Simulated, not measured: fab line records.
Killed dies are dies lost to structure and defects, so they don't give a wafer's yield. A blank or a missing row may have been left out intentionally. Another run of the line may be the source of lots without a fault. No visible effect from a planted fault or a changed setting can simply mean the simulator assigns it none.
Matching of chambers	flow n5 finfet	N5_BEOL_M2_ETCH_77 on rie diel-02 has 4 sister chambers
The step etches underlayer in N2/H2, target depth 6.5 nm, time 5.2 s. 16 wafers are shown with their chamber, then 8 later ones without.

== WAFERS WITH THEIR CHAMBER ==
wafer	chamber	showerhead plenum p Torr (Torr)	throttle valve pct (%)	drypump motor current A (A)
L076.4	1	2.64	17.82	5.8
L076.5	3	2.44	18.02	5.7
L076.6	2	2.68	18.03	5.7
L084.4	2	2.68	18.05	5.7
L084.5	3	2.44	18.03	5.7
L084.6	0	2.42	17.82	5.6
L085.1	3	2.44	18.06	5.6
L085.2	2	2.68	18.05	5.7
L085.6	3	2.44	18.06	5.6
L090.3	0	2.42	17.81	5.6
L090.5	0	2.42	17.82	5.6
L090.6	3	2.43	18.07	5.6
L092.1	0	2.41	17.81	5.6
L092.2	2	2.67	18.06	5.7
L092.5	3	2.43	18.07	5.6
L093.1	0	2.41	17.84	5.6

SIGNATURES (averages over the wafers above)
reading	chamber 0	chamber 1	chamber 2	chamber 3	scatter within a chamber
showerhead plenum p Torr	2.4160	2.6400	2.6775	2.4367	0.00523
throttle valve pct	17.8200	17.8200	18.0475	18.0517	0.0167
drypump motor current A	5.600	5.800	5.700	5.633	0.0333
Rule: for each reading, subtract the chamber's mean from the wafer's reading, divide by that reading's scatter and square the result; add these up over the readings and take the root, which gives the wafer's distance from the chamber. If the next closest chamber is less than 2 further off than the closest, the wafer can't be placed; otherwise it belongs to the closest. How the scatter is found: for the shown wafers, subtract from each reading the mean of its chamber, square and add these, divide the total by (wafers less chambers), then take the root.

== WAFERS WITH NO CHAMBER GIVEN ==
wafer	showerhead plenum p Torr (Torr)	throttle valve pct (%)	drypump motor current A (A)
L093.4	2.43	18.07	5.6
L093.5	2.63	17.90	5.8
L096.3	2.63	17.89	5.7
L096.4	2.43	18.08	5.6
L096.6	2.41	17.81	5.6
L097.3	2.66	18.10	5.7
L097.4	2.62	17.90	5.8
L097.5	2.62	17.92	5.7

== CHAMBER TAKEN BY EACH ==
wafer	from the rows above	in truth
L093.4	3	3
L093.5	1	1
L096.3	1	1
L096.4	3	3
L096.6	0	0
L097.3	2	2
L097.4	1	1
L097.5	1	1
Correct placement for 8 of the 8. Not placeable from these rows: 0. Placed wrongly: 0.
